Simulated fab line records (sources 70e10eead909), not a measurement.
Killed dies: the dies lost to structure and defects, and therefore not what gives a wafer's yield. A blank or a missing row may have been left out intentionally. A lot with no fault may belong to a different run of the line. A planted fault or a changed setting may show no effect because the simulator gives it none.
The tool behind it: which one? || flow nand-harc || 12 lots with 36 wafers sampled at 5 steps, on a route of 1159 steps

== WHAT EACH GAUGE READ, for each wafer ==
NHARC_END_SORT_01.
{"lot": "L675", "measured": "day 19 06:14", "on": "prober-02", "defect-limited-yield (%)": "96.6 96.6 95.7", "killed-at-array": "22 19 25", "killed-at-other": "0 0 1", "killed-at-periphery": "1 4 3", "killed-dies": "23 23 29", "killed-open": "3 4 5", "killed-short": "1 2 2", "sort_bin_2_pct (%)": "0.7 1.8 1.6", "sort_bin_3_pct (%)": "0.44 0.15 0.15", "sort_bin_4_pct (%)": "2.2 1.5 2.5", "sort-n-pass": "654 654 648", "sort-rim-yield-pct (%)": "98.1 93.4 99.1", "sort-yield-pct (%)": "96.6 96.6 95.7"}
{"lot": "L676", "measured": "day 19 16:29", "on": "prober-01", "defect-limited-yield (%)": "96.5 96.2 96.0", "killed-at-array": "22 20 24", "killed-at-other": "0 0 0", "killed-at-periphery": "2 6 3", "killed-dies": "24 26 27", "killed-open": "2 4 3", "killed-short": "4 1 3", "sort_bin_2_pct (%)": "0.6 1.6 1.2", "sort_bin_3_pct (%)": "0.15 0.15 0.30", "sort_bin_4_pct (%)": "2.8 2.1 2.5", "sort-n-pass": "653 651 650", "sort-rim-yield-pct (%)": "97.2 99.1 97.2", "sort-yield-pct (%)": "96.5 96.2 96.0"}
{"lot": "L677", "measured": "day 20 00:19", "on": "prober-01", "defect-limited-yield (%)": "96.9 96.9 95.1", "killed-at-array": "19 18 32", "killed-at-other": "0 1 0", "killed-at-periphery": "2 2 1", "killed-dies": "21 21 33", "killed-open": "2 2 3", "killed-short": "2 3 2", "sort_bin_2_pct (%)": "0.7 0.3 1.2", "sort_bin_3_pct (%)": "0.30 0.30 0.74", "sort_bin_4_pct (%)": "2.1 2.5 3.0", "sort-n-pass": "656 656 644", "sort-rim-yield-pct (%)": "97.2 94.3 98.1", "sort-yield-pct (%)": "96.9 96.9 95.1"}
{"lot": "L678", "measured": "day 19 14:54", "on": "prober-02", "defect-limited-yield (%)": "95.7 95.4 96.5", "killed-at-array": "26 27 23", "killed-at-other": "1 1 0", "killed-at-periphery": "2 3 1", "killed-dies": "29 31 24", "killed-open": "2 4 2", "killed-short": "1 2 2", "sort_bin_2_pct (%)": "0.9 1.6 0.7", "sort_bin_3_pct (%)": "0.15 0.15 0.59", "sort_bin_4_pct (%)": "3.2 2.8 2.2", "sort-n-pass": "648 646 653", "sort-rim-yield-pct (%)": "98.1 98.1 97.2", "sort-yield-pct (%)": "95.7 95.4 96.5"}
{"lot": "L679", "measured": "day 21 00:59", "on": "prober-02", "defect-limited-yield (%)": "95.6 96.2 94.8", "killed-at-array": "27 25 34", "killed-at-other": "0 0 0", "killed-at-periphery": "3 1 1", "killed-dies": "30 26 35", "killed-open": "2 4 2", "killed-short": "1 2 1", "sort_bin_2_pct (%)": "1.6 0.7 1.0", "sort_bin_3_pct (%)": "0.15 0 0.30", "sort_bin_4_pct (%)": "2.7 3.1 3.8", "sort-n-pass": "647 651 642", "sort-rim-yield-pct (%)": "96.2 90.6 99.1", "sort-yield-pct (%)": "95.6 96.2 94.8"}
{"lot": "L681", "measured": "day 21 07:56", "on": "prober-02", "defect-limited-yield (%)": "96.3 95.4 96.0", "killed-at-array": "24 27 23", "killed-at-other": "0 0 0", "killed-at-periphery": "1 4 4", "killed-dies": "25 31 27", "killed-open": "4 3 3", "killed-short": "0 5 1", "sort_bin_2_pct (%)": "1.0 1.0 1.6", "sort_bin_3_pct (%)": "0.44 0.44 0.15", "sort_bin_4_pct (%)": "2.2 3.1 2.2", "sort-n-pass": "652 646 650", "sort-rim-yield-pct (%)": "98.1 96.2 93.4", "sort-yield-pct (%)": "96.3 95.4 96.0"}
{"lot": "L683", "measured": "day 21 07:10", "on": "prober-01", "defect-limited-yield (%)": "94.1 93.1 91.6", "killed-at-array": "36 39 45", "killed-at-other": "0 3 3", "killed-at-periphery": "4 5 9", "killed-dies": "40 47 57", "killed-open": "8 4 7", "killed-short": "2 1 2", "sort_bin_2_pct (%)": "1.6 1.9 2.4", "sort_bin_3_pct (%)": "0 0.44 0.74", "sort_bin_4_pct (%)": "4.3 4.6 5.3", "sort-n-pass": "637 630 620", "sort-rim-yield-pct (%)": "90.6 98.1 88.7", "sort-yield-pct (%)": "94.1 93.1 91.6"}
{"lot": "L684", "measured": "day 22 01:38", "on": "prober-02", "defect-limited-yield (%)": "83.9 79.6 85.8", "killed-at-array": "45 44 40", "killed-at-other": "0 0 0", "killed-at-periphery": "64 94 56", "killed-dies": "109 138 96", "killed-open": "3 5 5", "killed-short": "0 2 1", "sort_bin_2_pct (%)": "6.6 8.0 5.6", "sort_bin_3_pct (%)": "2.81 4.87 2.81", "sort_bin_4_pct (%)": "6.6 7.5 5.8", "sort-n-pass": "568 539 581", "sort-rim-yield-pct (%)": "86.8 90.6 87.7", "sort-yield-pct (%)": "83.9 79.6 85.8"}
{"lot": "L685", "measured": "day 22 02:29", "on": "prober-01", "defect-limited-yield (%)": "94.1 96.0 95.0", "killed-at-array": "30 21 28", "killed-at-other": "2 1 0", "killed-at-periphery": "8 5 6", "killed-dies": "40 27 34", "killed-open": "3 1 4", "killed-short": "3 2 0", "sort_bin_2_pct (%)": "2.4 1.6 1.8", "sort_bin_3_pct (%)": "0.15 0.15 0.30", "sort_bin_4_pct (%)": "3.4 2.2 3.0", "sort-n-pass": "637 650 643", "sort-rim-yield-pct (%)": "95.3 97.2 95.3", "sort-yield-pct (%)": "94.1 96.0 95.0"}
{"lot": "L687", "measured": "day 22 17:56", "on": "prober-02", "defect-limited-yield (%)": "85.1 86.9 85.7", "killed-at-array": "33 33 33", "killed-at-other": "0 0 0", "killed-at-periphery": "68 56 64", "killed-dies": "101 89 97", "killed-open": "6 3 4", "killed-short": "4 5 2", "sort_bin_2_pct (%)": "6.1 4.0 5.3", "sort_bin_3_pct (%)": "2.95 3.69 3.84", "sort_bin_4_pct (%)": "5.9 5.5 5.2", "sort-n-pass": "576 588 580", "sort-rim-yield-pct (%)": "84.0 83.0 85.8", "sort-yield-pct (%)": "85.1 86.9 85.7"}
{"lot": "L686", "measured": "day 22 14:59", "on": "prober-01", "defect-limited-yield (%)": "94.1 93.9 94.2", "killed-at-array": "35 40 38", "killed-at-other": "0 1 0", "killed-at-periphery": "5 0 1", "killed-dies": "40 41 39", "killed-open": "3 5 2", "killed-short": "1 0 1", "sort_bin_2_pct (%)": "1.8 1.5 2.2", "sort_bin_3_pct (%)": "0.59 0.30 0.44", "sort_bin_4_pct (%)": "3.5 4.3 3.1", "sort-n-pass": "637 636 638", "sort-rim-yield-pct (%)": "94.3 90.6 89.6", "sort-yield-pct (%)": "94.1 93.9 94.2"}
{"lot": "L694", "measured": "day 24 20:16", "on": "prober-01", "defect-limited-yield (%)": "91.6 92.5 92.5", "killed-at-array": "56 50 50", "killed-at-other": "0 0 0", "killed-at-periphery": "1 1 1", "killed-dies": "57 51 51", "killed-open": "3 2 2", "killed-short": "1 1 1", "sort_bin_2_pct (%)": "2.8 2.2 2.4", "sort_bin_3_pct (%)": "0.59 1.03 0.30", "sort_bin_4_pct (%)": "5.0 4.3 4.9", "sort-n-pass": "620 626 626", "sort-rim-yield-pct (%)": "98.1 93.4 94.3", "sort-yield-pct (%)": "91.6 92.5 92.5"}

== EACH LOT AND THE TOOL THAT RAN IT (in order: tool; ch and the chambers of the sampled wafers; start) ==
{"lot": "L675", "NHARC_P_M1_ETCH_15": "rie-diel-05 ch 0,2,3, day 5 19:22", "NHARC_THIN_TSV_ETCH_44": "rie-diel-03 ch 1,3, day 18 09:18", "NHARC_THIN_TSV_ETCH_15": "rie-si-01 ch 1,3, day 18 09:49", "NHARC_THIN_TSV_STRIP_45": "plasma-asher-01 ch 0,1, day 18 10:02"}
{"lot": "L676", "NHARC_P_M1_ETCH_15": "rie-diel-10 ch 0,2,3, day 5 20:45", "NHARC_THIN_TSV_ETCH_44": "rie-diel-03 ch 1,2,3, day 19 00:08", "NHARC_THIN_TSV_ETCH_15": "rie-si-02 ch 0,1, day 19 00:43", "NHARC_THIN_TSV_STRIP_45": "plasma-asher-01 ch 0,1, day 19 01:01"}
{"lot": "L677", "NHARC_P_M1_ETCH_15": "rie-diel-10 ch 0,1,3, day 6 18:34", "NHARC_THIN_TSV_ETCH_44": "rie-diel-12 ch 0,1,2, day 19 01:28", "NHARC_THIN_TSV_ETCH_15": "rie-si-06 ch 2,3, day 19 01:55", "NHARC_THIN_TSV_STRIP_45": "plasma-asher-01 ch 0,1, day 19 02:13"}
{"lot": "L678", "NHARC_P_M1_ETCH_15": "rie-diel-05 ch 2,3, day 6 18:47", "NHARC_THIN_TSV_ETCH_44": "rie-diel-12 ch 1,2,3, day 19 02:23", "NHARC_THIN_TSV_ETCH_15": "rie-si-02 ch 0,1,2, day 19 02:59", "NHARC_THIN_TSV_STRIP_45": "plasma-asher-01 ch 0,1, day 19 03:14"}
{"lot": "L679", "NHARC_P_M1_ETCH_15": "rie-diel-10 ch 0,3, day 7 09:37", "NHARC_THIN_TSV_ETCH_44": "rie-diel-12 ch 0,2,3, day 20 07:39", "NHARC_THIN_TSV_ETCH_15": "rie-si-02 ch 1,2, day 20 08:07", "NHARC_THIN_TSV_STRIP_45": "plasma-asher-01 ch 0,1, day 20 08:28"}
{"lot": "L681", "NHARC_P_M1_ETCH_15": "rie-diel-05 ch 0,1,3, day 7 15:10", "NHARC_THIN_TSV_ETCH_44": "rie-diel-12 ch 1,2,3, day 20 16:21", "NHARC_THIN_TSV_ETCH_15": "rie-si-01 ch 0,1,3, day 20 16:53", "NHARC_THIN_TSV_STRIP_45": "plasma-asher-02 ch 0,1, day 20 17:05"}
{"lot": "L683", "NHARC_P_M1_ETCH_15": "rie-diel-10 ch 1,3, day 8 00:52", "NHARC_THIN_TSV_ETCH_44": "rie-diel-02 ch 0,1, day 20 18:38", "NHARC_THIN_TSV_ETCH_15": "rie-si-06 ch 0,2, day 20 19:14", "NHARC_THIN_TSV_STRIP_45": "plasma-asher-02 ch 0,1, day 20 19:31"}
{"lot": "L684", "NHARC_P_M1_ETCH_15": "rie-diel-10 ch 0,1,3, day 8 07:32", "NHARC_THIN_TSV_ETCH_44": "rie-diel-12 ch 0,2, day 21 11:05", "NHARC_THIN_TSV_ETCH_15": "rie-si-02 ch 2,3, day 21 11:36", "NHARC_THIN_TSV_STRIP_45": "plasma-asher-01 ch 0,1, day 21 11:52"}
{"lot": "L685", "NHARC_P_M1_ETCH_15": "rie-diel-05 ch 0,1,3, day 8 07:40", "NHARC_THIN_TSV_ETCH_44": "rie-diel-03 ch 0,1,3, day 21 10:04", "NHARC_THIN_TSV_ETCH_15": "rie-si-01 ch 0,2,3, day 21 10:38", "NHARC_THIN_TSV_STRIP_45": "plasma-asher-01 ch 0,1, day 21 10:54"}
{"lot": "L687", "NHARC_P_M1_ETCH_15": "rie-diel-10 ch 0,3, day 9 10:25", "NHARC_THIN_TSV_ETCH_44": "rie-diel-03 ch 1,2, day 22 01:06", "NHARC_THIN_TSV_ETCH_15": "rie-si-06 ch 0,2,3, day 22 01:41", "NHARC_THIN_TSV_STRIP_45": "plasma-asher-02 ch 0,1, day 22 01:53"}
{"lot": "L686", "NHARC_P_M1_ETCH_15": "rie-diel-06 ch 0,1,3, day 9 10:41", "NHARC_THIN_TSV_ETCH_44": "rie-diel-12 ch 0,3, day 21 23:58", "NHARC_THIN_TSV_ETCH_15": "rie-si-02 ch 0,2, day 22 00:30", "NHARC_THIN_TSV_STRIP_45": "plasma-asher-01 ch 1, day 22 00:43"}
{"lot": "L694", "NHARC_P_M1_ETCH_15": "rie-diel-06 ch 0,1, day 10 18:38", "NHARC_THIN_TSV_ETCH_44": "rie-diel-12 ch 0,2, day 24 03:20", "NHARC_THIN_TSV_ETCH_15": "rie-si-02 ch 0,1, day 24 03:52", "NHARC_THIN_TSV_STRIP_45": "plasma-asher-01 ch 0,1, day 24 04:05"}
- NHARC_P_M1_ETCH_15: etches the open film in C4F8/Ar, target depth 182.5 nm, time 91.2 s.
- NHARC_THIN_TSV_ETCH_44: etches the open film in CF4/O2, target depth 1594.2 nm, time 797.1 s.
- NHARC_THIN_TSV_ETCH_15: target depth 3000 nm, bosch target overetch cycles 2, bosch etch step 2.8 s.
- NHARC_THIN_TSV_STRIP_45: strips in O2.

== AS READ BY THE TOOLS THEMSELVES (means over the sampled wafers that have a number; for cases with no such wafer, the mark the record gives instead) ==
NHARC_P_M1_ETCH_15.
{"lot": "L675", "tool": "rie-diel-05", "oes-product-au (a.u.)": 0.930, "rf-vpp-V (V)": 441.9}
{"lot": "L676", "tool": "rie-diel-10", "oes-product-au (a.u.)": 0.928, "rf-vpp-V (V)": 441.5}
{"lot": "L677", "tool": "rie-diel-10", "oes-product-au (a.u.)": 0.921, "rf-vpp-V (V)": 443.8}
{"lot": "L678", "tool": "rie-diel-05", "oes-product-au (a.u.)": 0.925, "rf-vpp-V (V)": 441.5}
{"lot": "L679", "tool": "rie-diel-10", "oes-product-au (a.u.)": 0.919, "rf-vpp-V (V)": 442.5}
{"lot": "L681", "tool": "rie-diel-05", "oes-product-au (a.u.)": 0.941, "rf-vpp-V (V)": 441.6}
{"lot": "L683", "tool": "rie-diel-10", "oes-product-au (a.u.)": 0.965, "rf-vpp-V (V)": 445.0}
{"lot": "L684", "tool": "rie-diel-10", "oes-product-au (a.u.)": 0.919, "rf-vpp-V (V)": 443.8}
{"lot": "L685", "tool": "rie-diel-05", "oes-product-au (a.u.)": 0.977, "rf-vpp-V (V)": 441.9}
{"lot": "L687", "tool": "rie-diel-10", "oes-product-au (a.u.)": 0.952, "rf-vpp-V (V)": 442.2}
{"lot": "L686", "tool": "rie-diel-06", "oes-product-au (a.u.)": 0.928, "rf-vpp-V (V)": 438.1}
{"lot": "L694", "tool": "rie-diel-06", "oes-product-au (a.u.)": 0.966, "rf-vpp-V (V)": 440.8}

NHARC_THIN_TSV_ETCH_44.
{"lot": "L675", "tool": "rie-diel-03", "drypump-motor-current-A (A)": 5.1, "oes-product-au (a.u.)": 1.004, "rf-vpp-V (V)": 788, "showerhead-plenum-p-Torr (Torr)": 1.74, "throttle-valve-pct (%)": 16.907}
{"lot": "L676", "tool": "rie-diel-03", "drypump-motor-current-A (A)": 5.4, "oes-product-au (a.u.)": 0.997, "rf-vpp-V (V)": 791, "showerhead-plenum-p-Torr (Torr)": 1.79, "throttle-valve-pct (%)": 16.922}
{"lot": "L677", "tool": "rie-diel-12", "drypump-motor-current-A (A)": 5.4, "oes-product-au (a.u.)": 0.993, "rf-vpp-V (V)": 798, "showerhead-plenum-p-Torr (Torr)": 1.90, "throttle-valve-pct (%)": 16.907}
{"lot": "L678", "tool": "rie-diel-12", "drypump-motor-current-A (A)": 5.6, "oes-product-au (a.u.)": 0.997, "rf-vpp-V (V)": 798, "showerhead-plenum-p-Torr (Torr)": 1.90, "throttle-valve-pct (%)": 16.916}
{"lot": "L679", "tool": "rie-diel-12", "drypump-motor-current-A (A)": 5.9, "oes-product-au (a.u.)": 0.989, "rf-vpp-V (V)": 800, "showerhead-plenum-p-Torr (Torr)": 1.92, "throttle-valve-pct (%)": 16.914}
{"lot": "L681", "tool": "rie-diel-12", "drypump-motor-current-A (A)": 5.6, "oes-product-au (a.u.)": 1.002, "rf-vpp-V (V)": 799, "showerhead-plenum-p-Torr (Torr)": 1.90, "throttle-valve-pct (%)": 16.908}
{"lot": "L683", "tool": "rie-diel-02", "drypump-motor-current-A (A)": 5.6, "oes-product-au (a.u.)": 1.003, "rf-vpp-V (V)": 793, "showerhead-plenum-p-Torr (Torr)": 1.80, "throttle-valve-pct (%)": 16.911}
{"lot": "L684", "tool": "rie-diel-12", "drypump-motor-current-A (A)": 5.5, "oes-product-au (a.u.)": 0.987, "rf-vpp-V (V)": 801, "showerhead-plenum-p-Torr (Torr)": 1.93, "throttle-valve-pct (%)": 16.912}
{"lot": "L685", "tool": "rie-diel-03", "drypump-motor-current-A (A)": 5.5, "oes-product-au (a.u.)": 1.001, "rf-vpp-V (V)": 792, "showerhead-plenum-p-Torr (Torr)": 1.80, "throttle-valve-pct (%)": 16.924}
{"lot": "L687", "tool": "rie-diel-03", "drypump-motor-current-A (A)": 5.2, "oes-product-au (a.u.)": 0.985, "rf-vpp-V (V)": 789, "showerhead-plenum-p-Torr (Torr)": 1.76, "throttle-valve-pct (%)": 16.918}
{"lot": "L686", "tool": "rie-diel-12", "drypump-motor-current-A (A)": 6.3, "oes-product-au (a.u.)": 0.998, "rf-vpp-V (V)": 800, "showerhead-plenum-p-Torr (Torr)": 1.91, "throttle-valve-pct (%)": 16.923}
{"lot": "L694", "tool": "rie-diel-12", "drypump-motor-current-A (A)": 5.7, "oes-product-au (a.u.)": 0.989, "rf-vpp-V (V)": 800, "showerhead-plenum-p-Torr (Torr)": 1.92, "throttle-valve-pct (%)": 16.916}

NHARC_THIN_TSV_ETCH_15.
{"lot": "L675", "tool": "rie-si-01", "drypump-motor-current-A (A)": 6.3}
{"lot": "L676", "tool": "rie-si-02", "drypump-motor-current-A (A)": 5.4}
{"lot": "L677", "tool": "rie-si-06", "drypump-motor-current-A (A)": 5.2}
{"lot": "L678", "tool": "rie-si-02", "drypump-motor-current-A (A)": 5.5}
{"lot": "L679", "tool": "rie-si-02", "drypump-motor-current-A (A)": 5.7}
{"lot": "L681", "tool": "rie-si-01", "drypump-motor-current-A (A)": 6.0}
{"lot": "L683", "tool": "rie-si-06", "drypump-motor-current-A (A)": 6.0}
{"lot": "L684", "tool": "rie-si-02", "drypump-motor-current-A (A)": 5.7}
{"lot": "L685", "tool": "rie-si-01", "drypump-motor-current-A (A)": 6.2}
{"lot": "L687", "tool": "rie-si-06", "drypump-motor-current-A (A)": 5.6}
{"lot": "L686", "tool": "rie-si-02", "drypump-motor-current-A (A)": 5.8}
{"lot": "L694", "tool": "rie-si-02", "drypump-motor-current-A (A)": 5.2}

NHARC_THIN_TSV_STRIP_45.
{"lot": "L675", "tool": "plasma-asher-01", "drypump-motor-current-A (A)": 5.63, "heater-power-w (W)": 302}
{"lot": "L676", "tool": "plasma-asher-01", "drypump-motor-current-A (A)": 5.64, "heater-power-w (W)": 323}
{"lot": "L677", "tool": "plasma-asher-01", "drypump-motor-current-A (A)": 5.63, "heater-power-w (W)": 320}
{"lot": "L678", "tool": "plasma-asher-01", "drypump-motor-current-A (A)": 5.62, "heater-power-w (W)": 326}
{"lot": "L679", "tool": "plasma-asher-01", "drypump-motor-current-A (A)": 5.64, "heater-power-w (W)": 315}
{"lot": "L681", "tool": "plasma-asher-02", "drypump-motor-current-A (A)": 5.59, "heater-power-w (W)": 343}
{"lot": "L683", "tool": "plasma-asher-02", "drypump-motor-current-A (A)": 5.59, "heater-power-w (W)": 346}
{"lot": "L684", "tool": "plasma-asher-01", "drypump-motor-current-A (A)": 5.63, "heater-power-w (W)": 306}
{"lot": "L685", "tool": "plasma-asher-01", "drypump-motor-current-A (A)": 5.63, "heater-power-w (W)": 333}
{"lot": "L687", "tool": "plasma-asher-02", "drypump-motor-current-A (A)": 5.45, "heater-power-w (W)": 349}
{"lot": "L686", "tool": "plasma-asher-01", "drypump-motor-current-A (A)": 5.66, "heater-power-w (W)": 292}
{"lot": "L694", "tool": "plasma-asher-01", "drypump-motor-current-A (A)": 5.64, "heater-power-w (W)": 306}

== THE ANSWER, worked out from the rows above alone ==
Rule: usual is defined by the lots themselves. The widest of any qualifying gaps counts: lots, ordered by their means at a reading, are off when they make up no more than a third of the lots, leave a main group of 4 or more, and stand apart from it by 3 or more times the standard deviation of that group's means. If all means in a main group match to the digits the tables above print for the reading, that group is not used. A lot without any number at a reading at which 4 lots or more have one is off too. Any other lot the step has rows for is counted as sound. After the gauges, taken in route order, come the tools' own readings; for these a lot's mean is taken, as printed above. At the first step where some lot is off, the reading lying furthest off is the one used; lots without a number count as furthest.
Off at NHARC_END_SORT_01 (killed-at-periphery): L684, L687. Main group: mean 3.0, sd 1.7.
A tool fits if, at a process step before that reading, it ran every lot that is off, and no sound lot after the first of them. Gauges at NHARC_END_SORT_01: tried the same way as those tools. 2 tools fit, rie-diel-10 at NHARC_P_M1_ETCH_15 and prober-02 at NHARC_END_SORT_01, so this cannot tell which one it is.

== WHAT THE SIMULATOR PUT IN ==
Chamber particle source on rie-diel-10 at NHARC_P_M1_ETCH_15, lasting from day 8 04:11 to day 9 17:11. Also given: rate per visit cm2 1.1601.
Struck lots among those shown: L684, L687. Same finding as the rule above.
